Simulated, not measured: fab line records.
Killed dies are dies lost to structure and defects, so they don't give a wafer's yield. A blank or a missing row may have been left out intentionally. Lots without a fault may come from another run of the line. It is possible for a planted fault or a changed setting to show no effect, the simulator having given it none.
Which of the tools did it? :: flow n5Finfet :: 72 wafers from 24 lots sampled at 5 of the route's 1938 steps

== WHAT EACH GAUGE READ, for each wafer ==
N5_WELL_APT_OVL_MEAS_26. Usual: PWELL_OVL typically reads 1 nm, with standard deviation 6.4.
lot: L074
measured: day 1 15:53
on: overlay-02
PWELL_OVL (nm): -2 3 -1
flag: 

lot: L075
measured: day 1 20:58
on: overlay-02
PWELL_OVL (nm): -6 -2 2
flag: 

lot: L076
measured: day 2 03:21
on: overlay-02
PWELL_OVL (nm): -8 -8 -2
flag: 

lot: L077
measured: day 2 09:03
on: overlay-02
PWELL_OVL (nm): 0 5 1
flag: 

lot: L078
measured: day 2 15:08
on: overlay-02
PWELL_OVL (nm): 2 12 9
flag: 

lot: L079
measured: day 2 21:20
on: overlay-02
PWELL_OVL (nm): -1 -8 -3
flag: 

lot: L080
measured: day 3 03:15
on: overlay-02
PWELL_OVL (nm): 1 -1 -1
flag: 

lot: L081
measured: day 3 09:01
on: overlay-02
PWELL_OVL (nm): 10 7 5
flag: 

lot: L082
measured: day 3 14:58
on: overlay-02
PWELL_OVL (nm): 4 6 9
flag: 

lot: L083
measured: day 3 20:56
on: overlay-01
PWELL_OVL (nm): 8 10 5
flag: 

lot: L084
measured: day 4 02:53
on: overlay-02
PWELL_OVL (nm): -10 -8 -9
flag: 

lot: L085
measured: day 4 09:16
on: overlay-01
PWELL_OVL (nm): -6 1 -2
flag: 

lot: L086
measured: day 4 15:05
on: overlay-01
PWELL_OVL (nm): -12 -7 -9
flag: 

lot: L087
measured: day 4 21:17
on: overlay-02
PWELL_OVL (nm): 1 -1 -1
flag: 

lot: L088
measured: day 5 04:46
on: overlay-02
PWELL_OVL (nm): 5 2 5
flag: 

lot: L089
measured: day 5 09:01
on: overlay-01
PWELL_OVL (nm): 10 -8 7
flag: 

lot: L090
measured: day 5 15:00
on: overlay-02
PWELL_OVL (nm): -4 -2 -4
flag: 

lot: L091
measured: day 5 20:58
on: overlay-02
PWELL_OVL (nm): 5 12 13
flag: 

lot: L092
measured: day 6 02:59
on: overlay-01
PWELL_OVL (nm): 3 5 0
flag: 

lot: L093
measured: day 6 09:14
on: overlay-02
PWELL_OVL (nm): 0 4 -3
flag: 

lot: L094
measured: day 6 15:07
on: overlay-02
PWELL_OVL (nm): 4 1 7
flag: 

lot: L095
measured: day 6 20:50
on: overlay-02
PWELL_OVL (nm): -11 -9 -13
flag: 

lot: L096
measured: day 7 02:58
on: overlay-01
PWELL_OVL (nm): 0 3 -4
flag: 

lot: L097
measured: day 7 09:02
on: overlay-01
PWELL_OVL (nm): -2 -2 4
flag: 

N5_PMOS_HMC_CHANNEL_EPI_INSPECT_11: inspects for defects (macro). Usual: rawDefectCount at 2.0, with a standard deviation of 1.4.
lot: L074
measured: day 1 18:15
on: defectInspect-02
rawDefectCount: 7 0 2
flag: 

lot: L075
measured: day 1 23:11
on: defectInspect-01
rawDefectCount: 3 4 3
flag: 

lot: L076
measured: day 2 05:46
on: defectInspect-01
rawDefectCount: 1 3 1
flag: 

lot: L077
measured: day 2 12:03
on: defectInspect-02
rawDefectCount: 1 4 5
flag: 

lot: L078
measured: day 2 17:25
on: defectInspect-01
rawDefectCount: 0 2 2
flag: 

lot: L079
measured: day 2 23:40
on: defectInspect-01
rawDefectCount: 2 0 1
flag: 

lot: L080
measured: day 3 05:27
on: defectInspect-01
rawDefectCount: 3 3 2
flag: 

lot: L081
measured: day 3 11:17
on: defectInspect-01
rawDefectCount: 1 2 1
flag: 

lot: L082
measured: day 3 17:28
on: defectInspect-02
rawDefectCount: 2 2 1
flag: 

lot: L083
measured: day 3 23:23
on: defectInspect-02
rawDefectCount: 5 3 3
flag: 

lot: L084
measured: day 4 05:36
on: defectInspect-02
rawDefectCount: 1 1 2
flag: 

lot: L085
measured: day 4 11:34
on: defectInspect-01
rawDefectCount: 1 2 2
flag: 

lot: L086
measured: day 4 17:35
on: defectInspect-01
rawDefectCount: 1 1 2
flag: 

lot: L087
measured: day 5 01:09
on: defectInspect-02
rawDefectCount: 3 2 4
flag: 

lot: L088
measured: day 5 07:11
on: defectInspect-02
rawDefectCount: 1 1 3
flag: 

lot: L089
measured: day 5 11:14
on: defectInspect-02
rawDefectCount: 1 0 2
flag: 

lot: L090
measured: day 5 17:57
on: defectInspect-02
rawDefectCount: 3 3 2
flag: 

lot: L091
measured: day 5 23:22
on: defectInspect-02
rawDefectCount: 2 2 5
flag: 

lot: L092
measured: day 6 05:11
on: defectInspect-01
rawDefectCount: 1 3 2
flag: 

lot: L093
measured: day 6 11:38
on: defectInspect-01
rawDefectCount: 2 2 2
flag: 

lot: L094
measured: day 6 17:31
on: defectInspect-02
rawDefectCount: 2 2 3
flag: 

lot: L095
measured: day 6 23:36
on: defectInspect-01
rawDefectCount: 0 1 0
flag: 

lot: L096
measured: day 7 05:11
on: defectInspect-02
rawDefectCount: 0 0 2
flag: 

lot: L097
measured: day 7 11:51
on: defectInspect-02
rawDefectCount: 1 5 0
flag: 

N5_PMOS_HMC_CHANNEL_EPI_INSPECT_30: inspects for defects (darkfield). Usual: rawDefectCount at 18, with a standard deviation of 6.1.
lot: L074
measured: day 1 22:16
on: defectInspect-02
rawDefectCount: 9 14 20
flag: 

lot: L075
measured: day 2 02:39
on: defectInspect-01
rawDefectCount: 24 22 19
flag: 

lot: L076
measured: day 2 08:33
on: defectInspect-01
rawDefectCount: 29 15 22
flag: 

lot: L077
measured: day 2 14:56
on: defectInspect-01
rawDefectCount: 18 16 10
flag: 

lot: L078
measured: day 2 20:50
on: defectInspect-01
rawDefectCount: 15 15 14
flag: 

lot: L079
measured: day 3 02:27
on: defectInspect-01
rawDefectCount: 11 14 12
flag: 

lot: L080
measured: day 3 08:14
on: defectInspect-02
rawDefectCount: 17 10 12
flag: 

lot: L081
measured: day 3 14:27
on: defectInspect-01
rawDefectCount: 28 14 26
flag: 

lot: L082
measured: day 3 20:20
on: defectInspect-02
rawDefectCount: 11 14 11
flag: 

lot: L083
measured: day 4 02:23
on: defectInspect-02
rawDefectCount: 17 21 17
flag: 

lot: L084
measured: day 4 09:01
on: defectInspect-01
rawDefectCount: 15 21 23
flag: 

lot: L085
measured: day 4 14:44
on: defectInspect-02
rawDefectCount: 16 32 23
flag: 

lot: L086
measured: day 4 20:46
on: defectInspect-02
rawDefectCount: 10 14 16
flag: 

lot: L087
measured: day 5 05:10
on: defectInspect-02
rawDefectCount: 19 15 18
flag: 

lot: L088
measured: day 5 10:34
on: defectInspect-01
rawDefectCount: 20 33 29
flag: 

lot: L089
measured: day 5 14:22
on: defectInspect-02
rawDefectCount: 19 6 18
flag: 

lot: L090
measured: day 5 21:19
on: defectInspect-01
rawDefectCount: 27 26 24
flag: 

lot: L091
measured: day 6 02:33
on: defectInspect-02
rawDefectCount: 12 17 11
flag: 

lot: L092
measured: day 6 07:57
on: defectInspect-01
rawDefectCount: 22 22 16
flag: 

lot: L093
measured: day 6 15:27
on: defectInspect-02
rawDefectCount: 8 16 16
flag: 

lot: L094
measured: day 6 20:18
on: defectInspect-02
rawDefectCount: 15 16 18
flag: 

lot: L095
measured: day 7 02:52
on: defectInspect-01
rawDefectCount: 19 15 14
flag: 

lot: L096
measured: day 7 08:22
on: defectInspect-01
rawDefectCount: 24 22 17
flag: 

lot: L097
measured: day 7 14:44
on: defectInspect-02
rawDefectCount: 20 12 16
flag: 

== WHAT TOOL EACH LOT RAN ON (gives the tool, then ch and the chambers of the sampled wafers, and finally the start) ==
lot: L074
N5_ZERO_LAYER_ETCH_17: rieDiel-05 ch 1,2,3, day 1 12:50
N5_WELL_APT_RTA_34: rtpAnneal-01 ch 0, day 1 16:53

lot: L075
N5_ZERO_LAYER_ETCH_17: rieDiel-03 ch 0,1,2, day 1 18:50
N5_WELL_APT_RTA_34: rtpAnneal-02 ch 0, day 1 21:49

lot: L076
N5_ZERO_LAYER_ETCH_17: rieDiel-05 ch 0,1, day 2 00:58
N5_WELL_APT_RTA_34: rtpAnneal-02 ch 0, day 2 04:14

lot: L077
N5_ZERO_LAYER_ETCH_17: rieDiel-04 ch 1,2,3, day 2 06:53
N5_WELL_APT_RTA_34: rtpAnneal-01 ch 0, day 2 10:40

lot: L078
N5_ZERO_LAYER_ETCH_17: rieDiel-05 ch 0,2,3, day 2 12:54
N5_WELL_APT_RTA_34: rtpAnneal-01 ch 0, day 2 15:58

lot: L079
N5_ZERO_LAYER_ETCH_17: rieDiel-04 ch 1,2,3, day 2 18:43
N5_WELL_APT_RTA_34: rtpAnneal-02 ch 0, day 2 22:24

lot: L080
N5_ZERO_LAYER_ETCH_17: rieDiel-05 ch 0,1,3, day 3 00:58
N5_WELL_APT_RTA_34: rtpAnneal-02 ch 0, day 3 04:08

lot: L081
N5_ZERO_LAYER_ETCH_17: rieDiel-04 ch 0,2, day 3 06:53
N5_WELL_APT_RTA_34: rtpAnneal-02 ch 0, day 3 09:51

lot: L082
N5_ZERO_LAYER_ETCH_17: rieDiel-05 ch 0,1,2, day 3 12:43
N5_WELL_APT_RTA_34: rtpAnneal-01 ch 0, day 3 15:52

lot: L083
N5_ZERO_LAYER_ETCH_17: rieDiel-03 ch 1,2,3, day 3 18:50
N5_WELL_APT_RTA_34: rtpAnneal-02 ch 0, day 3 21:49

lot: L084
N5_ZERO_LAYER_ETCH_17: rieDiel-03 ch 0,2,3, day 4 00:44
N5_WELL_APT_RTA_34: rtpAnneal-02 ch 0, day 4 03:46

lot: L085
N5_ZERO_LAYER_ETCH_17: rieDiel-04 ch 0,1,2, day 4 06:51
N5_WELL_APT_RTA_34: rtpAnneal-01 ch 0, day 4 10:21

lot: L086
N5_ZERO_LAYER_ETCH_17: rieDiel-04 ch 0,2, day 4 12:43
N5_WELL_APT_RTA_34: rtpAnneal-02 ch 0, day 4 16:01

lot: L087
N5_ZERO_LAYER_ETCH_17: rieDiel-05 ch 0,1,3, day 4 18:49
N5_WELL_APT_RTA_34: rtpAnneal-01 ch 0, day 4 23:47

lot: L088
N5_ZERO_LAYER_ETCH_17: rieDiel-04 ch 1,2, day 5 00:43
N5_WELL_APT_RTA_34: rtpAnneal-01 ch 0, day 5 05:37

lot: L089
N5_ZERO_LAYER_ETCH_17: rieDiel-04 ch 2,3, day 5 06:53
N5_WELL_APT_RTA_34: rtpAnneal-01 ch 0, day 5 09:59

lot: L090
N5_ZERO_LAYER_ETCH_17: rieDiel-04 ch 0,1,3, day 5 12:44
N5_WELL_APT_RTA_34: rtpAnneal-01 ch 0, day 5 16:23

lot: L091
N5_ZERO_LAYER_ETCH_17: rieDiel-05 ch 1,2, day 5 18:58
N5_WELL_APT_RTA_34: rtpAnneal-02 ch 0, day 5 21:48

lot: L092
N5_ZERO_LAYER_ETCH_17: rieDiel-04 ch 1,2, day 6 00:50
N5_WELL_APT_RTA_34: rtpAnneal-02 ch 0, day 6 03:50

lot: L093
N5_ZERO_LAYER_ETCH_17: rieDiel-04 ch 0,1, day 6 06:56
N5_WELL_APT_RTA_34: rtpAnneal-02 ch 0, day 6 10:05

lot: L094
N5_ZERO_LAYER_ETCH_17: rieDiel-03 ch 0,1,2, day 6 12:50
N5_WELL_APT_RTA_34: rtpAnneal-01 ch 0, day 6 16:10

lot: L095
N5_ZERO_LAYER_ETCH_17: rieDiel-04 ch 0,1,3, day 6 18:43
N5_WELL_APT_RTA_34: rtpAnneal-02 ch 0, day 6 22:04

lot: L096
N5_ZERO_LAYER_ETCH_17: rieDiel-05 ch 0,1,3, day 7 00:43
N5_WELL_APT_RTA_34: rtpAnneal-02 ch 0, day 7 03:50

lot: L097
N5_ZERO_LAYER_ETCH_17: rieDiel-05 ch 1,2,3, day 7 06:50
N5_WELL_APT_RTA_34: rtpAnneal-02 ch 0, day 7 10:02
- N5_ZERO_LAYER_ETCH_17: etches SiO2 in CF4, target depth 12 nm, time 13.3 s.
- N5_WELL_APT_RTA_34: time 10 s.

== WHAT THE TOOLS THEMSELVES READ (means of the sampled wafers that have a number; where no wafer has one, the mark that the record gives instead) ==
N5_ZERO_LAYER_ETCH_17. Usual: drypumpMotorCurrentA 5.5 A, standard deviation 0.45; oesProductAu 0.79 a.u., standard deviation 0.092; rfFwdPowerW 445.7 W, standard deviation 1.8; rfVppV 948 V, standard deviation 4.2; showerheadPlenumPTorr 2.12 Torr, standard deviation 0.069; throttleValvePct 15.58 %, standard deviation 0.21.
lot: L074
tool: rieDiel-05
drypumpMotorCurrentA (A): 5.6
oesProductAu (a.u.): 0.83
rfFwdPowerW (W): 443.6
rfVppV (V): 948
showerheadPlenumPTorr (Torr): 2.13
throttleValvePct (%): 15.52
flag: 

lot: L075
tool: rieDiel-03
drypumpMotorCurrentA (A): 5.6
oesProductAu (a.u.): 0.74
rfFwdPowerW (W): 446.7
rfVppV (V): 950
showerheadPlenumPTorr (Torr): 2.17
throttleValvePct (%): 15.79
flag: 

lot: L076
tool: rieDiel-05
drypumpMotorCurrentA (A): 5.7
oesProductAu (a.u.): 0.74
rfFwdPowerW (W): 446.3
rfVppV (V): 945
showerheadPlenumPTorr (Torr): 2.07
throttleValvePct (%): 15.41
flag: 

lot: L077
tool: rieDiel-04
drypumpMotorCurrentA (A): 5.1
oesProductAu (a.u.): 0.72
rfFwdPowerW (W): 446.5
rfVppV (V): 944
showerheadPlenumPTorr (Torr): 2.07
throttleValvePct (%): 15.62
flag: 

lot: L078
tool: rieDiel-05
drypumpMotorCurrentA (A): 5.7
oesProductAu (a.u.): 0.78
rfFwdPowerW (W): 446.4
rfVppV (V): 949
showerheadPlenumPTorr (Torr): 2.15
throttleValvePct (%): 15.60
flag: 

lot: L079
tool: rieDiel-04
drypumpMotorCurrentA (A): 5.2
oesProductAu (a.u.): 0.72
rfFwdPowerW (W): 446.3
rfVppV (V): 944
showerheadPlenumPTorr (Torr): 2.07
throttleValvePct (%): 15.62
flag: 

lot: L080
tool: rieDiel-05
drypumpMotorCurrentA (A): 5.7
oesProductAu (a.u.): 0.78
rfFwdPowerW (W): 445.1
rfVppV (V): 948
showerheadPlenumPTorr (Torr): 2.11
throttleValvePct (%): 15.50
flag: 

lot: L081
tool: rieDiel-04
drypumpMotorCurrentA (A): 5.4
oesProductAu (a.u.): 0.84
rfFwdPowerW (W): 445.4
rfVppV (V): 944
showerheadPlenumPTorr (Torr): 2.07
throttleValvePct (%): 15.58
flag: 

lot: L082
tool: rieDiel-05
drypumpMotorCurrentA (A): 5.8
oesProductAu (a.u.): 0.74
rfFwdPowerW (W): 445.0
rfVppV (V): 947
showerheadPlenumPTorr (Torr): 2.11
throttleValvePct (%): 15.54
flag: 

lot: L083
tool: rieDiel-03
drypumpMotorCurrentA (A): 5.6
oesProductAu (a.u.): 0.71
rfFwdPowerW (W): 447.2
rfVppV (V): 949
showerheadPlenumPTorr (Torr): 2.15
throttleValvePct (%): 15.80
flag: 

lot: L084
tool: rieDiel-03
drypumpMotorCurrentA (A): 5.9
oesProductAu (a.u.): 0.72
rfFwdPowerW (W): 445.1
rfVppV (V): 951
showerheadPlenumPTorr (Torr): 2.16
throttleValvePct (%): 15.84
flag: 

lot: L085
tool: rieDiel-04
drypumpMotorCurrentA (A): 5.4
oesProductAu (a.u.): 0.80
rfFwdPowerW (W): 445.7
rfVppV (V): 946
showerheadPlenumPTorr (Torr): 2.08
throttleValvePct (%): 15.63
flag: 

lot: L086
tool: rieDiel-04
drypumpMotorCurrentA (A): 5.9
oesProductAu (a.u.): 0.89
rfFwdPowerW (W): 446.0
rfVppV (V): 945
showerheadPlenumPTorr (Torr): 2.08
throttleValvePct (%): 15.61
flag: 

lot: L087
tool: rieDiel-05
drypumpMotorCurrentA (A): 5.6
oesProductAu (a.u.): 0.87
rfFwdPowerW (W): 443.9
rfVppV (V): 947
showerheadPlenumPTorr (Torr): 2.11
throttleValvePct (%): 15.37
flag: 

lot: L088
tool: rieDiel-04
drypumpMotorCurrentA (A): 5.0
oesProductAu (a.u.): 0.72
rfFwdPowerW (W): 445.3
rfVppV (V): 948
showerheadPlenumPTorr (Torr): 2.09
throttleValvePct (%): 15.67
flag: 

lot: L089
tool: rieDiel-04
drypumpMotorCurrentA (A): 5.3
oesProductAu (a.u.): 0.86
rfFwdPowerW (W): 447.0
rfVppV (V): 953
showerheadPlenumPTorr (Torr): 2.21
throttleValvePct (%): 15.27
flag: 

lot: L090
tool: rieDiel-04
drypumpMotorCurrentA (A): 5.5
oesProductAu (a.u.): 0.84
rfFwdPowerW (W): 447.7
rfVppV (V): 950
showerheadPlenumPTorr (Torr): 2.16
throttleValvePct (%): 15.51
flag: 

lot: L091
tool: rieDiel-05
drypumpMotorCurrentA (A): 5.7
oesProductAu (a.u.): 0.76
rfFwdPowerW (W): 443.7
rfVppV (V): 947
showerheadPlenumPTorr (Torr): 2.11
throttleValvePct (%): 15.63
flag: 

lot: L092
tool: rieDiel-04
drypumpMotorCurrentA (A): 5.0
oesProductAu (a.u.): 0.71
rfFwdPowerW (W): 444.8
rfVppV (V): 945
showerheadPlenumPTorr (Torr): 2.09
throttleValvePct (%): 15.69
flag: 

lot: L093
tool: rieDiel-04
drypumpMotorCurrentA (A): 5.9
oesProductAu (a.u.): 0.82
rfFwdPowerW (W): 447.0
rfVppV (V): 946
showerheadPlenumPTorr (Torr): 2.09
throttleValvePct (%): 15.69
flag: 

lot: L094
tool: rieDiel-03
drypumpMotorCurrentA (A): 5.6
oesProductAu (a.u.): 0.71
rfFwdPowerW (W): 446.1
rfVppV (V): 950
showerheadPlenumPTorr (Torr): 2.15
throttleValvePct (%): 15.86
flag: 

lot: L095
tool: rieDiel-04
drypumpMotorCurrentA (A): 5.6
oesProductAu (a.u.): 0.82
rfFwdPowerW (W): 447.5
rfVppV (V): 950
showerheadPlenumPTorr (Torr): 2.16
throttleValvePct (%): 15.52
flag: 

lot: L096
tool: rieDiel-05
drypumpMotorCurrentA (A): 5.7
oesProductAu (a.u.): 0.84
rfFwdPowerW (W): 444.2
rfVppV (V): 946
showerheadPlenumPTorr (Torr): 2.10
throttleValvePct (%): 15.39
flag: 

lot: L097
tool: rieDiel-05
drypumpMotorCurrentA (A): 5.6
oesProductAu (a.u.): 0.78
rfFwdPowerW (W): 445.8
rfVppV (V): 948
showerheadPlenumPTorr (Torr): 2.12
throttleValvePct (%): 15.59
flag: 

N5_WELL_APT_RTA_34. Usual: lampPowerPct 13.01 %, standard deviation 0.05; lamp_zone_6_pct 12.918 %, standard deviation 0.029; wafer_temp_C_max 1003.5, standard deviation 1.1.
lot: L074
tool: rtpAnneal-01
lampPowerPct (%): 12.97
lamp_zone_6_pct (%): 12.930
wafer_temp_C_max: 1002.7
flag: 

lot: L075
tool: rtpAnneal-02
lampPowerPct (%): 13.09
lamp_zone_6_pct (%): 12.915
wafer_temp_C_max: 1002.8
flag: 

lot: L076
tool: rtpAnneal-02
lampPowerPct (%): 12.94
lamp_zone_6_pct (%): 12.904
wafer_temp_C_max: 1003.0
flag: 

lot: L077
tool: rtpAnneal-01
lampPowerPct (%): 12.99
lamp_zone_6_pct (%): 12.885
wafer_temp_C_max: 1003.9
flag: 

lot: L078
tool: rtpAnneal-01
lampPowerPct (%): 13.03
lamp_zone_6_pct (%): 12.929
wafer_temp_C_max: 1004.0
flag: 

lot: L079
tool: rtpAnneal-02
lampPowerPct (%): 13.01
lamp_zone_6_pct (%): 12.932
wafer_temp_C_max: 1003.5
flag: 

lot: L080
tool: rtpAnneal-02
lampPowerPct (%): 12.99
lamp_zone_6_pct (%): 12.912
wafer_temp_C_max: 1003.7
flag: 

lot: L081
tool: rtpAnneal-02
lampPowerPct (%): 13.01
lamp_zone_6_pct (%): 12.936
wafer_temp_C_max: 1004.2
flag: 

lot: L082
tool: rtpAnneal-01
lampPowerPct (%): 13.03
lamp_zone_6_pct (%): 12.891
wafer_temp_C_max: 1003.7
flag: 

lot: L083
tool: rtpAnneal-02
lampPowerPct (%): 13.05
lamp_zone_6_pct (%): 12.934
wafer_temp_C_max: 1002.2
flag: 

lot: L084
tool: rtpAnneal-02
lampPowerPct (%): 12.98
lamp_zone_6_pct (%): 12.926
wafer_temp_C_max: 1003.0
flag: 

lot: L085
tool: rtpAnneal-01
lampPowerPct (%): 13.01
lamp_zone_6_pct (%): 12.899
wafer_temp_C_max: 1003.1
flag: 

lot: L086
tool: rtpAnneal-02
lampPowerPct (%): 12.95
lamp_zone_6_pct (%): 12.920
wafer_temp_C_max: 1003.3
flag: 

lot: L087
tool: rtpAnneal-01
lampPowerPct (%): 12.96
lamp_zone_6_pct (%): 12.901
wafer_temp_C_max: 1003.0
flag: 

lot: L088
tool: rtpAnneal-01
lampPowerPct (%): 13.03
lamp_zone_6_pct (%): 12.912
wafer_temp_C_max: 1002.5
flag: 

lot: L089
tool: rtpAnneal-01
lampPowerPct (%): 13.03
lamp_zone_6_pct (%): 12.917
wafer_temp_C_max: 1004.6
flag: 

lot: L090
tool: rtpAnneal-01
lampPowerPct (%): 13.02
lamp_zone_6_pct (%): 12.921
wafer_temp_C_max: 1003.7
flag: 

lot: L091
tool: rtpAnneal-02
lampPowerPct (%): 12.93
lamp_zone_6_pct (%): 12.913
wafer_temp_C_max: 1003.8
flag: 

lot: L092
tool: rtpAnneal-02
lampPowerPct (%): 13.03
lamp_zone_6_pct (%): 12.902
wafer_temp_C_max: 1004.8
flag: 

lot: L093
tool: rtpAnneal-02
lampPowerPct (%): 13.00
lamp_zone_6_pct (%): 12.934
wafer_temp_C_max: 1004.1
flag: 

lot: L094
tool: rtpAnneal-01
lampPowerPct (%): 13.02
lamp_zone_6_pct (%): 12.885
wafer_temp_C_max: 1003.0
flag: 

lot: L095
tool: rtpAnneal-02
lampPowerPct (%): 13.05
lamp_zone_6_pct (%): 12.910
wafer_temp_C_max: 1003.4
flag: 

lot: L096
tool: rtpAnneal-02
lampPowerPct (%): 12.99
lamp_zone_6_pct (%): 12.931
wafer_temp_C_max: 1004.1
flag: 

lot: L097
tool: rtpAnneal-02
lampPowerPct (%): 13.04
lamp_zone_6_pct (%): 12.933
wafer_temp_C_max: 1003.5
flag: 

== THE ANSWER, worked out from the rows above alone ==
Rule: a lot is off if the mean of its wafers that have a number lies more than 3 standard deviations from the usual mean. A lot without any number at a reading at which 4 lots or more have one is off too. All remaining lots with rows at the step are treated as sound. First the gauges in route order, then the tools' own readings, where a lot's mean is used as printed above. At the first step where some lot is off, the reading lying furthest off is the one used; lots without a number count as furthest.
No lot is off at any reading shown: from this, nothing can be told.

== WHAT HAD BEEN PUT IN BY THE SIMULATOR ==
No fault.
